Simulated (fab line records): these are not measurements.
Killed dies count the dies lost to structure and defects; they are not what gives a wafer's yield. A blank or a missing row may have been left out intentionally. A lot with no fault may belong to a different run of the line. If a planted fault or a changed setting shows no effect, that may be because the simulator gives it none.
fab line records	flow nand_harc
record lots=24	wafers=72	last_day=26
route steps=1159 shown A_CHANNEL_HOLE_D1@464 A_CHANNEL_FILL_D1@495 A_STAIRCASE@548
lots that met no fault: from a run of the same line without faults
start_h: hours from the record's opening day to when the first of the lot's shown wafers began	wait_h: hours since the lot's step before	" same as the row above	L1.1+2: a row that stands for several wafers	- either no value or no given start	* or withheld: withheld	< > ~ a bound
route shown NAME@n: names a module that has steps shown in the file, with the first one's number in the route	usual: mean/standard deviation of fault-free wafers	same: alike in all rows	chamber/n: place in a boat	sites: per-site readings	_std_site: standard deviation of those values	_edge_site: outer sites' mean less inner sites'	radius_mm: for every site, how far away it sits from the centre of the wafer	mask NAME#n: copy n	behind: tool/chamber where the wafer was last shaped	hold: why the lot was held/for how many hours/how that ended	device: the n, p or np transistor that did not switch	end of line: the tests these same wafers got at the end of their route	a step given without rows: its recipe and nothing more	killed: the dies lost at the first sort to structure and to defects; this is not the yield of the wafer	map: per-die view of a wafer (x killed, . not killed, _ where there is no die)
set.NAME: the setting the step ran with; set.NAME@STEP: the setting that earlier step ran with	model.NAME: the simulator's own value behind a step, which no gauge read
a sample of lots followed through the steps of the route, with each step as a table and each wafer as a row
services: when a tool's chamber went out of use (start_h, in hours from the record's first day, below 0 if earlier), for how many hours, and the reason
## steps
# step NHARC_A_CHANNEL_HOLE_D1_INSPECT_12
# usual raw_defect_count=5.3/2.7
lot.wafer	tool	chamber	start_h	wait_h	raw_defect_count
L076.1	defect_inspect-01	-	182.77	0.0	6
L076.2	"	-	"	"	6
L076.4	"	-	"	"	8
L075.3	defect_inspect-01	-	183.15	0.0	5
L075.4	"	-	"	"	11
L075.6	"	-	"	"	3
L077.1	defect_inspect-01	-	183.65	0.0	4
L077.2	"	-	"	"	8
L077.3	"	-	"	"	6
L074.2	defect_inspect-02	-	184.82	0.0	6
L074.5	"	-	"	"	6
L074.6	"	-	"	"	7
L078.2	defect_inspect-01	-	197.96	0.0	7
L078.4	"	-	"	"	6
L078.6	"	-	"	"	5
L079.1	defect_inspect-02	-	198.98	0.0	8
L079.2	"	-	"	"	6
L079.4	"	-	"	"	7
L082.1	defect_inspect-01	-	216.14	0.0	9
L082.2	"	-	"	"	7
L082.3	"	-	"	"	0
L080.1	defect_inspect-02	-	216.63	0.0	5
L080.2	"	-	"	"	5
L080.4	"	-	"	"	6
L081.3	defect_inspect-01	-	216.86	0.0	10
L081.4	"	-	"	"	3
L081.6	"	-	"	"	6
L083.4	defect_inspect-01	-	225.35	0.0	6
L083.5	"	-	"	"	1
L083.6	"	-	"	"	2
L084.2	defect_inspect-01	-	225.50	0.0	5
L084.3	"	-	"	"	1
L084.5	"	-	"	"	4
L088.1	defect_inspect-02	-	246.16	0.0	7
L088.5	"	-	"	"	1
L088.6	"	-	"	"	4
L085.4	defect_inspect-02	-	246.52	0.0	5
L085.5	"	-	"	"	4
L085.6	"	-	"	"	3
L086.2	defect_inspect-02	-	247.97	0.0	11
L086.3	"	-	"	"	7
L086.5	"	-	"	"	6
L087.3	defect_inspect-02	-	260.25	0.0	1
L087.4	"	-	"	"	9
L087.5	"	-	"	"	9
L090.3	defect_inspect-02	-	267.63	0.0	6
L090.4	"	-	"	"	5
L090.5	"	-	"	"	5
L089.2	defect_inspect-02	-	268.56	0.0	3
L089.3	"	-	"	"	3
L089.5	"	-	"	"	5
L091.1	defect_inspect-02	-	276.53	0.0	4
L091.2	"	-	"	"	2
L091.5	"	-	"	"	3
L092.1	defect_inspect-02	-	277.63	0.0	4
L092.5	"	-	"	"	2
L092.6	"	-	"	"	6
L093.1	defect_inspect-02	-	281.72	0.0	3
L093.3	"	-	"	"	5
L093.5	"	-	"	"	5
L095.1	defect_inspect-02	-	290.90	0.0	4
L095.2	"	-	"	"	2
L095.5	"	-	"	"	5
L094.3	defect_inspect-01	-	291.09	0.0	4
L094.4	"	-	"	"	6
L094.5	"	-	"	"	5
L096.1	defect_inspect-01	-	301.07	0.0	8
L096.2	"	-	"	"	2
L096.3	"	-	"	"	8
L097.2	defect_inspect-01	-	313.05	0.0	7
L097.3	"	-	"	"	2
L097.6	"	-	"	"	5
# step NHARC_A_CHANNEL_FILL_D1_ALD_15
# recipe target_thk_a=20	pulse_time_s=60	ald_cycles=19	temp_c=630	pressure_torr=2	material=SiNx
# usual precursor_pulse_height_rel=0.998/0.019
lot.wafer	tool	chamber	start_h	wait_h	precursor_pulse_height_rel
L075.3	ald_sin_batch-02	0	-	-	0.967
L075.4	"	0	"	"	1.002
L075.6	"	0	"	"	0.992
L076.1	ald_sin_batch-02	0	-	-	1.046
L076.2	"	0	"	"	1.017
L076.4	"	0	"	"	0.995
L074.2	ald_sin_batch-02	0	-	-	1.004
L074.5	"	0	"	"	1.034
L074.6	"	0	"	"	1.022
L077.1	ald_sin_batch-02	0	-	-	1.017
L077.2	"	0	"	"	1.007
L077.3	"	0	"	"	1.037
L078.2	ald_sin_batch-02	0	-	-	1.006
L078.4	"	0	"	"	1.014
L078.6	"	0	"	"	1.038
L079.1	ald_sin_batch-02	0	-	-	1.016
L079.2	"	0	"	"	1.011
L079.4	"	0	"	"	1.011
L080.1	ald_sin_batch-02	0	233.72	2.7	1.008
L080.2	"	0	"	"	1.015
L080.4	"	0	"	"	1.013
L082.1	ald_sin_batch-02	0	233.72	3.2	0.988
L082.2	"	0	"	"	0.964
L082.3	"	0	"	"	1.015
L081.3	ald_sin_batch-01	0	243.40	3.2	1.023
L081.4	"	0	"	"	1.011
L081.6	"	0	"	"	0.995
L083.4	ald_sin_batch-01	0	-	-	0.993
L083.5	"	0	"	"	0.997
L083.6	"	0	"	"	1.002
L084.2	ald_sin_batch-01	0	-	-	0.978
L084.3	"	0	"	"	0.983
L084.5	"	0	"	"	0.967
L085.4	ald_sin_batch-02	0	-	-	0.986
L085.5	"	0	"	"	0.983
L085.6	"	0	"	"	1.009
L088.1	ald_sin_batch-02	0	-	-	1.004
L088.5	"	0	"	"	0.985
L088.6	"	0	"	"	0.956
L086.2	ald_sin_batch-03	0	-	-	0.987
L086.3	"	0	"	"	1.031
L086.5	"	0	"	"	1.005
L087.3	ald_sin_batch-02	0	-	-	0.977
L087.4	"	0	"	"	1.000
L087.5	"	0	"	"	0.987
L089.2	ald_sin_batch-01	0	-	-	0.988
L089.3	"	0	"	"	1.005
L089.5	"	0	"	"	0.971
L090.3	ald_sin_batch-01	0	-	-	0.971
L090.4	"	0	"	"	1.029
L090.5	"	0	"	"	0.963
L091.1	ald_sin_batch-02	0	-	-	1.019
L091.2	"	0	"	"	0.973
L091.5	"	0	"	"	0.989
L092.1	ald_sin_batch-02	0	-	-	1.001
L092.5	"	0	"	"	1.004
L092.6	"	0	"	"	0.957
L093.1	ald_sin_batch-03	0	-	-	1.011
L093.3	"	0	"	"	0.995
L093.5	"	0	"	"	1.001
L094.3	ald_sin_batch-01	0	-	-	1.030
L094.4	"	0	"	"	0.965
L094.5	"	0	"	"	1.005
L095.1	ald_sin_batch-01	0	-	-	0.999
L095.2	"	0	"	"	1.005
L095.5	"	0	"	"	1.007
L096.1	ald_sin_batch-02	0	-	-	1.020
L096.2	"	0	"	"	1.017
L096.3	"	0	"	"	0.976
L097.2	ald_sin_batch-02	0	-	-	1.020
L097.3	"	0	"	"	1.006
L097.6	"	0	"	"	0.974
# step NHARC_A_CHANNEL_FILL_D1_ETCHBACK_20
# recipe target_depth_a=270	time_s=13.5	c4f8_flow_sccm=withheld	o2_flow_sccm=8	ar_flow_sccm=withheld	rf_w=600	bias_w=1500	chemistry=C4F8/O2/Ar
# usual oes_product_au=0.96/0.039	rf_vpp_V=978/4.5
lot.wafer	tool	chamber	start_h	wait_h	oes_product_au	rf_hours_counter_h	rf_vpp_V
L076.4	rie_diel-01	1	216.30	-	0.99	2	976
L076.2	"	2	"	"	0.99	2	974
L076.1	"	3	"	"	0.99	2	975
L075.3	rie_diel-04	3	216.32	-	0.94	2	977
L075.4	"	0	"	"	0.93	2	969
L075.6	"	2	"	"	0.93	-	984
L077.2	rie_diel-06	0	222.69	-	0.94	31	973
L077.3	"	1	"	"	0.92	32	981
L077.1	"	3	"	"	0.93	31	973
L074.2	rie_diel-01	3	222.71	-	0.98	3	977
L074.5	"	0	"	"	1.01	-	978
L074.6	"	2	"	"	0.97	-	974
L079.4	rie_diel-04	0	229.93	-	0.98	3	972
L079.2	"	2	"	"	1.01	3	983
L079.1	"	3	"	"	1.00	3	979
L078.2	rie_diel-06	1	229.94	-	0.93	33	980
L078.4	"	3	"	"	0.94	31	973
L078.6	"	1	"	"	0.92	-	980
L082.1	rie_diel-04	0	252.43	-	0.92	3	970
L082.2	"	2	"	"	0.92	4	985
L082.3	"	3	"	"	0.93	3	978
L080.1	rie_diel-01	2	252.43	-	0.91	4	974
L080.4	"	0	"	"	0.94	4	979
L080.2	"	1	"	"	0.92	3	977
L084.2	rie_diel-04	3	257.57	-	0.92	3	977
L084.3	"	0	"	"	0.91	3	969
L084.5	"	2	"	"	0.93	-	984
L081.3	rie_diel-01	1	257.57	-	0.91	4	977
L081.4	"	2	"	"	0.91	4	974
L081.6	"	1	"	"	0.92	-	975
L083.4	rie_diel-06	3	257.59	-	1.01	1	974
L083.5	"	3	"	"	1.01	-	975
L083.6	"	0	"	"	1.00	-	973
L088.1	rie_diel-04	1	278.64	-	1.00	4	980
L088.6	"	3	"	"	1.01	-	979
L088.5	"	0	"	"	1.01	-	970
L085.4	rie_diel-01	0	278.65	-	0.93	5	980
L085.6	"	1	"	"	0.92	-	976
L085.5	"	2	"	"	0.91	-	973
L086.3	rie_diel-04	1	284.99	-	0.92	4	982
L086.2	"	3	"	"	0.93	4	979
L086.5	"	2	"	"	0.93	-	985
L087.3	rie_diel-01	2	291.66	-	0.91	5	976
L087.4	"	3	"	"	0.92	5	976
L087.5	"	1	"	"	0.91	-	976
L089.3	rie_diel-06	2	298.77	-	1.01	12	985
L089.2	"	3	"	"	1.01	11	973
L089.5	"	3	"	"	1.01	-	973
L090.4	rie_diel-01	3	298.77	-	0.93	6	976
L090.3	"	0	"	"	0.94	6	981
L090.5	"	0	"	"	0.95	-	980
L092.1	rie_diel-04	0	308.29	-	1.02	0	971
L092.5	"	3	"	"	0.99	-	978
L092.6	"	0	"	"	1.01	-	970
L091.2	rie_diel-06	2	308.31	-	1.01	13	984
L091.1	"	0	"	"	1.01	12	973
L091.5	"	1	"	"	1.01	-	981
L093.1	rie_diel-04	0	313.37	-	1.01	0	970
L093.3	"	1	"	"	1.00	0	980
L093.5	"	0	"	"	1.01	-	971
L094.3	rie_diel-01	0	323.89	-	1.01	0	980
L094.4	"	2	"	"	0.99	0	974
L094.5	"	0	"	"	1.01	-	980
L095.2	rie_diel-04	2	323.91	-	0.94	0	984
L095.1	"	0	"	"	0.94	0	969
L095.5	"	2	"	"	0.94	-	985
L096.3	rie_diel-04	1	332.50	-	1.00	1	980
L096.2	"	2	"	"	1.00	1	984
L096.1	"	3	"	"	0.99	1	980
L097.3	rie_diel-01	0	344.71	-	1.01	1	981
L097.2	"	2	"	"	0.99	1	974
L097.6	"	3	"	"	1.00	-	975
# step NHARC_A_STAIRCASE_TRIM_12
# recipe time_s=211.2	o2_flow_sccm=500	ar_flow_sccm=0	bias_w=0	chemistry=O2
# usual drypump_motor_current_A=5.8/0.56	mfc_ar_sccm=0.009/0.0089	oes_product_au=1.000/0.011	rf_vpp_V=57.8/0.87	showerhead_plenum_p_Torr=3.54/0.13	throttle_valve_pct=17.036/0.0076
lot.wafer	tool	chamber	start_h	wait_h	drypump_motor_current_A	mfc_ar_sccm	oes_product_au	rf_hours_counter_h	rf_vpp_V	showerhead_plenum_p_Torr	throttle_valve_pct
L075.3	rie_diel-05	3	243.30	0.1	6.7	0.026	0.983	24	58.3	3.37	17.040
L075.4	"	2	"	"	5.3	0.013	1.008	26	57.7	3.58	17.038
L075.6	"	3	"	"	6.7	0.026	0.992	-	56.5	3.37	17.022
L076.2	rie_diel-13	3	243.45	0.1	5.0	0.011	1.003	47	58.5	3.68	17.036
L076.1	"	1	"	"	6.5	0	0.999	53	57.6	3.56	17.036
L076.4	"	2	"	"	6.0	0	1.004	55	56.5	3.65	17.051
L077.3	rie_diel-05	0	249.41	0.1	6.5	0.009	0.999	26	55.4	3.38	17.030
L077.1	"	2	"	"	5.3	0.013	1.010	28	58.3	3.58	17.037
L077.2	"	3	"	"	6.6	0.026	0.992	26	56.8	3.37	17.020
L074.2	rie_diel-13	3	253.13	0.1	5.0	0.011	0.978	50	58.1	3.68	17.044
L074.5	"	0	"	"	6.1	0	0.988	-	57.2	3.30	17.028
L074.6	"	1	"	"	6.4	0	0.982	-	57.5	3.56	17.041
L079.4	rie_diel-05	2	257.84	0.1	5.3	0.013	1.018	32	56.8	3.58	17.043
L079.1	"	0	"	"	6.5	0.009	1.003	29	57.2	3.38	17.015
L079.2	"	1	"	"	5.3	0.024	1.007	33	57.0	3.62	17.043
L078.4	rie_diel-05	2	258.55	0.1	5.3	0.013	1.030	32	57.9	3.58	17.034
L078.2	"	3	"	"	6.7	0.026	1.003	30	57.5	3.37	17.043
L078.6	"	2	"	"	5.3	0.013	1.020	-	57.5	3.58	17.024
L080.4	rie_diel-05	0	279.04	0.1	6.5	0.009	1.013	37	56.9	3.38	17.039
L080.2	"	1	"	"	5.2	0.024	1.013	41	57.9	3.62	17.031
L080.1	"	2	"	"	5.3	0.013	1.021	39	57.8	3.57	17.035
L082.2	rie_diel-09	2	279.64	0.1	5.8	0.017	1.006	4	57.6	3.59	17.022
L082.3	"	3	"	"	4.8	0	1.005	4	57.4	3.57	17.035
L082.1	"	1	"	"	5.7	0.004	0.996	5	56.7	3.63	17.035
L081.3	rie_diel-05	1	284.73	0.2	5.2	0.024	1.001	43	58.2	3.62	17.048
L081.4	"	2	"	"	5.3	0.013	1.024	42	57.5	3.57	17.038
L081.6	"	3	"	"	6.7	0.026	1.000	-	58.0	3.36	17.030
L084.2	rie_diel-09	0	285.23	0.1	5.7	0.013	1.001	8	56.9	3.69	17.030
L084.3	"	3	"	"	4.8	0	0.993	8	56.5	3.57	17.033
L084.5	"	0	"	"	5.6	0.013	1.014	-	58.4	3.69	17.049
L083.4	rie_diel-13	0	285.49	0.1	6.1	0	0.982	0	57.2	3.30	17.036
L083.6	"	1	"	"	6.4	0	0.995	-	57.7	3.55	17.039
L083.5	"	2	"	"	6.0	0	0.983	-	57.8	3.64	17.033
L088.1	rie_diel-13	2	305.79	0.1	6.0	0	0.978	6	57.7	3.64	17.038
L088.6	"	2	"	"	6.0	0	0.994	-	59.1	3.64	17.037
L088.5	"	3	"	"	5.1	0.011	0.996	-	58.1	3.67	17.034
L085.4	rie_diel-05	3	306.08	0.2	6.7	0.026	0.995	48	57.8	3.36	17.033
L085.5	"	1	"	"	5.2	0.024	0.995	-	59.0	3.61	17.036
L085.6	"	2	"	"	5.3	0.013	1.009	-	56.8	3.57	17.024
L086.3	rie_diel-05	1	312.50	0.1	5.2	0.024	1.005	55	59.2	3.61	17.048
L086.2	"	2	"	"	5.3	0.013	1.027	53	57.4	3.56	17.032
L086.5	"	1	"	"	5.2	0.024	1.005	-	57.4	3.61	17.029
L087.3	rie_diel-09	0	319.62	0.1	5.6	0.013	1.007	22	58.8	3.68	17.043
L087.5	"	2	"	"	5.8	0.017	1.012	-	58.2	3.58	17.036
L087.4	"	0	"	"	5.7	0.013	1.019	-	59.4	3.68	17.035
L090.4	rie_diel-13	1	325.69	0.1	6.4	0	0.998	15	59.7	3.55	17.026
L090.3	"	3	"	"	5.0	0.011	1.019	14	58.7	3.67	17.028
L090.5	"	2	"	"	6.0	0	0.984	-	58.0	3.63	17.051
L089.2	rie_diel-13	0	325.87	0.1	6.1	0	0.980	14	57.9	3.29	17.037
L089.3	"	2	"	"	5.9	0	0.993	15	57.5	3.63	17.020
L089.5	"	0	"	"	6.1	0	0.994	-	56.7	3.29	17.037
L091.1	rie_diel-13	1	335.22	0.1	6.4	0	1.000	18	58.7	3.54	17.029
L091.2	"	2	"	"	6.0	0	0.983	19	58.7	3.63	17.044
L091.5	"	3	"	"	5.1	0.011	1.023	-	55.8	3.67	17.037
L092.1	rie_diel-09	1	335.42	0.2	5.8	0.004	0.986	30	56.4	3.62	17.046
L092.6	"	1	"	"	5.8	0.004	0.984	-	57.9	3.62	17.039
L092.5	"	2	"	"	5.8	0.017	0.990	-	56.1	3.58	17.046
L093.3	rie_diel-13	3	340.71	0.2	5.0	0.011	1.013	19	57.3	3.66	17.048
L093.1	"	0	"	"	6.1	0	0.992	19	57.5	3.29	17.038
L093.5	"	2	"	"	6.0	0	0.995	-	57.3	3.63	17.036
L094.4	rie_diel-09	0	350.82	0.1	5.7	0.013	1.009	34	59.2	3.67	17.038
L094.3	"	2	"	"	5.8	0.017	1.007	36	56.2	3.57	17.042
L094.5	"	1	"	"	5.8	0.004	0.997	-	57.7	3.62	17.031
L095.1	rie_diel-13	3	354.51	0.2	5.0	0.011	1.009	25	59.1	3.66	17.041
L095.2	"	0	"	"	6.2	0	0.989	23	56.8	3.29	17.044
L095.5	"	1	"	"	6.4	0	0.994	-	57.6	3.54	17.035
L096.1	rie_diel-13	2	363.08	0.2	6.0	0	0.991	30	59.2	3.62	17.041
L096.2	"	0	"	"	6.1	0	1.000	29	57.5	3.28	17.028
L096.3	"	1	"	"	6.4	0	0.999	28	57.9	3.54	17.032
L097.3	rie_diel-13	3	373.68	0.3	5.1	0.011	0.996	36	56.8	3.66	17.030
L097.2	"	1	"	"	6.4	0	1.003	32	56.2	3.54	17.043
L097.6	"	2	"	"	6.0	0	0.989	-	58.1	3.62	17.026
# step NHARC_A_STAIRCASE_TRIM_16
# recipe time_s=211.2	o2_flow_sccm=500	ar_flow_sccm=0	bias_w=0	chemistry=O2
# usual drypump_motor_current_A=5.8/0.59	mfc_ar_sccm=0.009/0.009	oes_product_au=0.999/0.011	rf_vpp_V=57.9/0.85	showerhead_plenum_p_Torr=3.54/0.12	throttle_valve_pct=17.037/0.01
lot.wafer	tool	chamber	start_h	wait_h	drypump_motor_current_A	mfc_ar_sccm	oes_product_au	rf_hours_counter_h	rf_vpp_V	showerhead_plenum_p_Torr	throttle_valve_pct
L075.4	rie_diel-05	1	-	-	5.2	0.024	0.999	27	57.6	3.62	17.027
L075.3	"	0	"	"	6.5	0.009	1.005	24	58.1	3.38	17.043
L075.6	"	2	"	"	5.3	0.013	1.013	-	58.0	3.58	17.042
L076.2	rie_diel-13	3	-	-	5.0	0.011	0.997	47	58.1	3.68	17.051
L076.4	"	1	"	"	6.4	0	0.998	53	56.8	3.56	17.031
L076.1	"	2	"	"	5.9	0	0.999	55	59.0	3.65	17.026
L077.2	rie_diel-05	1	-	-	5.2	0.024	1.009	30	58.8	3.62	17.037
L077.3	"	3	"	"	6.6	0.026	1.002	26	58.3	3.37	17.043
L077.1	"	0	"	"	6.5	0.009	1.006	26	57.9	3.38	17.040
L074.2	rie_diel-13	1	-	-	6.4	0	1.011	56	58.4	3.56	17.035
L074.5	"	1	"	"	6.4	0	1.001	-	57.1	3.56	17.025
L074.6	"	2	"	"	6.0	0	1.003	-	58.1	3.64	17.028
L079.2	rie_diel-05	2	-	-	5.3	0.013	1.018	32	57.5	3.58	17.034
L079.4	"	3	"	"	6.6	0.026	1.000	30	58.0	3.37	17.045
L079.1	"	1	"	"	5.2	0.024	0.998	33	59.9	3.62	17.023
L078.2	rie_diel-05	0	-	-	6.5	0.009	0.999	30	57.9	3.38	17.030
L078.4	"	1	"	"	5.2	0.024	0.998	34	58.9	3.62	17.032
L078.6	"	2	"	"	5.3	0.013	1.013	-	58.8	3.57	17.053
L080.1	rie_diel-05	3	-	-	6.6	0.026	1.004	37	56.7	3.36	17.031
L080.2	"	0	"	"	6.5	0.009	1.013	38	57.8	3.38	17.058
L080.4	"	1	"	"	5.2	0.024	1.001	41	57.9	3.62	17.024
L082.1	rie_diel-09	2	-	-	5.7	0.017	0.996	7	56.9	3.59	17.035
L082.2	"	0	"	"	5.7	0.013	1.021	6	57.4	3.69	17.030
L082.3	"	1	"	"	5.7	0.004	0.994	7	57.7	3.63	17.042
L081.3	rie_diel-05	0	-	-	6.5	0.009	1.007	40	58.1	3.38	17.036
L081.4	"	1	"	"	5.2	0.024	1.008	44	57.4	3.61	17.047
L081.6	"	0	"	"	6.5	0.009	1.015	-	55.2	3.38	17.053
L083.4	rie_diel-13	3	-	-	5.0	0.011	1.010	0	57.8	3.68	17.041
L083.6	"	2	"	"	5.9	0	0.991	-	58.3	3.64	17.057
L083.5	"	3	"	"	5.1	0.011	1.025	-	58.4	3.68	17.033
L084.2	rie_diel-09	3	-	-	4.8	0	0.990	9	59.3	3.57	17.027
L084.3	"	0	"	"	5.7	0.013	1.018	9	58.2	3.69	17.042
L084.5	"	0	"	"	5.7	0.013	1.010	-	58.7	3.69	17.039
L088.1	rie_diel-13	2	-	-	6.0	0	0.975	6	57.5	3.64	17.023
L088.5	"	2	"	"	6.0	0	0.977	-	58.7	3.64	17.034
L088.6	"	3	"	"	5.0	0.011	1.004	-	58.7	3.67	17.055
L085.4	rie_diel-05	2	-	-	5.3	0.013	1.005	50	56.6	3.57	17.034
L085.6	"	0	"	"	6.5	0.009	1.007	-	57.0	3.37	17.035
L085.5	"	1	"	"	5.2	0.024	0.998	-	57.5	3.61	17.051
L086.2	rie_diel-05	1	-	-	5.2	0.024	1.009	55	56.9	3.61	17.049
L086.3	"	2	"	"	5.3	0.013	1.025	53	58.9	3.56	17.035
L086.5	"	1	"	"	5.2	0.024	1.003	-	58.0	3.61	17.030
L087.4	rie_diel-09	3	-	-	4.8	0	0.983	17	57.1	3.56	17.049
L087.3	"	0	"	"	5.7	0.013	0.998	24	58.1	3.68	17.036
L087.5	"	3	"	"	4.8	0	0.998	-	57.2	3.56	17.049
L090.4	rie_diel-13	0	-	-	6.1	0	0.981	15	56.2	3.29	17.047
L090.3	"	3	"	"	5.1	0.011	1.015	15	57.7	3.67	17.037
L090.5	"	0	"	"	6.1	0	0.987	-	57.8	3.29	17.048
L089.3	rie_diel-13	2	-	-	5.9	0	0.983	16	57.3	3.63	17.024
L089.2	"	3	"	"	5.1	0.011	0.999	15	58.9	3.67	17.023
L089.5	"	2	"	"	6.0	0	0.981	-	58.1	3.63	17.054
L091.1	rie_diel-13	3	-	-	5.0	0.011	1.006	18	57.8	3.67	17.030
L091.2	"	1	"	"	6.4	0	0.989	18	56.5	3.54	17.036
L091.5	"	2	"	"	6.0	0	0.987	-	56.7	3.63	17.050
L092.1	rie_diel-09	2	-	-	5.7	0.017	1.008	31	58.1	3.58	17.029
L092.6	"	2	"	"	5.7	0.017	1.006	-	58.4	3.58	17.033
L092.5	"	3	"	"	4.8	0	0.992	-	57.9	3.56	17.049
L093.1	rie_diel-09	1	-	-	5.8	0.004	0.986	32	58.1	3.62	17.036
L093.3	"	3	"	"	4.8	0	1.002	25	57.5	3.56	17.045
L093.5	"	1	"	"	5.8	0.004	0.993	-	57.6	3.62	17.036
L094.4	rie_diel-09	0	-	-	5.7	0.013	1.001	34	57.6	3.67	17.045
L094.3	"	1	"	"	5.8	0.004	0.980	36	58.5	3.62	17.035
L094.5	"	3	"	"	4.8	0	0.983	-	58.5	3.56	17.040
L095.2	rie_diel-13	0	-	-	6.1	0	0.969	26	56.4	3.29	17.040
L095.1	"	2	"	"	6.0	0	0.977	27	58.0	3.62	17.026
L095.5	"	0	"	"	6.1	0	0.979	-	58.3	3.29	17.053
L096.1	rie_diel-13	1	-	-	6.4	0	1.004	28	58.1	3.54	17.028
L096.3	"	2	"	"	5.9	0	0.982	30	60.3	3.62	17.032
L096.2	"	0	"	"	6.1	0	0.992	29	57.6	3.28	17.032
L097.3	rie_diel-13	3	-	-	5.0	0.011	1.009	36	58.4	3.66	17.036
L097.2	"	0	"	"	6.1	0	0.987	33	56.8	3.28	17.020
L097.6	"	0	"	"	6.2	0	0.990	-	57.6	3.28	17.037
# step NHARC_A_STAIRCASE_ETCH_21
# recipe target_depth_a=1000	time_s=40.5	ion_energy_ev=400	c4f8_flow_sccm=20	o2_flow_sccm=10	ar_flow_sccm=withheld	rf_w=600	bias_w=1000	chemistry=C4F8/O2
# usual oes_product_au=0.946/0.016	rf_vpp_V=896/4.6
lot.wafer	tool	chamber	start_h	wait_h	oes_product_au	rf_hours_counter_h	rf_vpp_V
L075.4	rie_diel-05	1	-	-	0.940	28	899
L075.3	"	0	"	"	0.956	24	891
L075.6	"	1	"	"	0.943	-	899
L076.4	rie_diel-13	1	-	-	0.951	54	897
L076.1	"	2	"	"	0.924	55	901
L076.2	"	0	"	"	0.942	52	887
L077.1	rie_diel-05	0	-	-	0.955	26	889
L077.2	"	1	"	"	0.937	30	899
L077.3	"	2	"	"	0.959	29	897
L074.2	rie_diel-05	1	-	-	0.966	31	900
L074.6	"	3	"	"	0.937	-	889
L074.5	"	0	"	"	0.958	-	890
L079.2	rie_diel-05	1	-	-	0.917	34	899
L079.1	"	2	"	"	0.953	33	897
L079.4	"	3	"	"	0.948	31	890
L078.2	rie_diel-05	2	-	-	0.945	35	897
L078.4	"	3	"	"	0.920	32	889
L078.6	"	0	"	"	0.928	-	889
L080.4	rie_diel-09	2	-	-	0.954	5	899
L080.1	"	3	"	"	0.935	4	898
L080.2	"	0	"	"	0.945	4	903
L082.2	rie_diel-09	2	-	-	0.937	9	899
L082.3	"	3	"	"	0.926	8	897
L082.1	"	0	"	"	0.933	8	901
L081.3	rie_diel-13	3	-	-	0.957	0	900
L081.4	"	2	"	"	0.945	0	902
L081.6	"	3	"	"	0.963	-	900
L083.4	rie_diel-09	3	-	-	0.951	9	899
L083.5	"	2	"	"	0.932	-	898
L083.6	"	3	"	"	0.953	-	898
L084.3	rie_diel-13	3	-	-	0.946	1	901
L084.2	"	1	"	"	0.930	1	899
L084.5	"	0	"	"	0.925	-	887
L085.4	rie_diel-05	0	-	-	0.957	49	891
L085.5	"	0	"	"	0.956	-	891
L085.6	"	1	"	"	0.943	-	899
L088.1	rie_diel-13	1	-	-	0.928	6	897
L088.6	"	2	"	"	0.929	-	899
L088.5	"	3	"	"	0.926	-	902
L086.2	rie_diel-09	2	-	-	0.951	20	899
L086.3	"	0	"	"	0.942	19	900
L086.5	"	2	"	"	0.943	-	899
L087.4	rie_diel-09	0	-	-	0.937	24	900
L087.3	"	1	"	"	0.931	25	900
L087.5	"	0	"	"	0.955	-	901
L090.4	rie_diel-09	1	-	-	0.951	27	899
L090.3	"	2	"	"	0.972	27	897
L090.5	"	1	"	"	0.961	-	899
L089.2	rie_diel-05	0	-	-	0.955	58	891
L089.3	"	1	"	"	0.957	60	899
L089.5	"	3	"	"	0.956	-	889
L091.1	rie_diel-13	0	-	-	0.935	17	887
L091.2	"	2	"	"	0.920	19	900
L091.5	"	0	"	"	0.928	-	887
L092.1	rie_diel-05	3	-	-	0.960	61	889
L092.5	"	1	"	"	0.980	-	901
L092.6	"	2	"	"	0.984	-	896
L093.1	rie_diel-09	2	-	-	0.944	33	898
L093.3	"	3	"	"	0.923	25	897
L093.5	"	1	"	"	0.945	-	900
L094.3	rie_diel-05	1	-	-	0.943	0	896
L094.4	"	3	"	"	0.974	1	890
L094.5	"	0	"	"	0.957	-	890
L095.2	rie_diel-05	1	-	-	0.949	3	898
L095.1	"	2	"	"	0.955	2	898
L095.5	"	2	"	"	0.948	-	897
L096.1	rie_diel-13	1	-	-	0.933	28	896
L096.3	"	3	"	"	0.969	31	900
L096.2	"	0	"	"	0.943	29	888
L097.2	rie_diel-13	0	-	-	0.925	33	887
L097.3	"	3	"	"	0.947	36	900
L097.6	"	1	"	"	0.940	-	897
## services
tool	chamber	start_h	hours	kind
rie_diel-09	3	178.49	5.0	repair
rie_diel-06	-	178.84	0.5	repair
rie_diel-13	3	189.06	16.4	repair
rie_diel-06	0	191.14	4.7	repair
rie_diel-13	0	195.92	2.4	repair
rie_diel-01	1	209.82	1.7	repair
rie_diel-06	-	216.77	1.4	repair
rie_diel-01	1	216.98	9.4	repair
rie_diel-06	-	241.23	9.0	pm
rie_diel-09	-	254.22	9.0	pm
rie_diel-06	3	261.79	6.1	repair
rie_diel-04	2	263.96	11.4	repair
rie_diel-13	-	276.17	9.0	pm
rie_diel-04	-	288.90	9.0	pm
rie_diel-01	-	314.81	9.0	pm
ald_sin_batch-03	-	315.23	26.0	pm
rie_diel-06	1	321.64	2.7	repair
rie_diel-04	-	331.96	0.3	repair
rie_diel-01	-	342.49	0.3	repair
rie_diel-09	0	353.62	40.8	repair
rie_diel-09	2	354.77	10.6	repair
rie_diel-04	1	363.92	5.9	repair
rie_diel-09	2	366.19	2.7	repair
ald_sin_batch-02	-	366.30	7.7	repair
## key
fault none
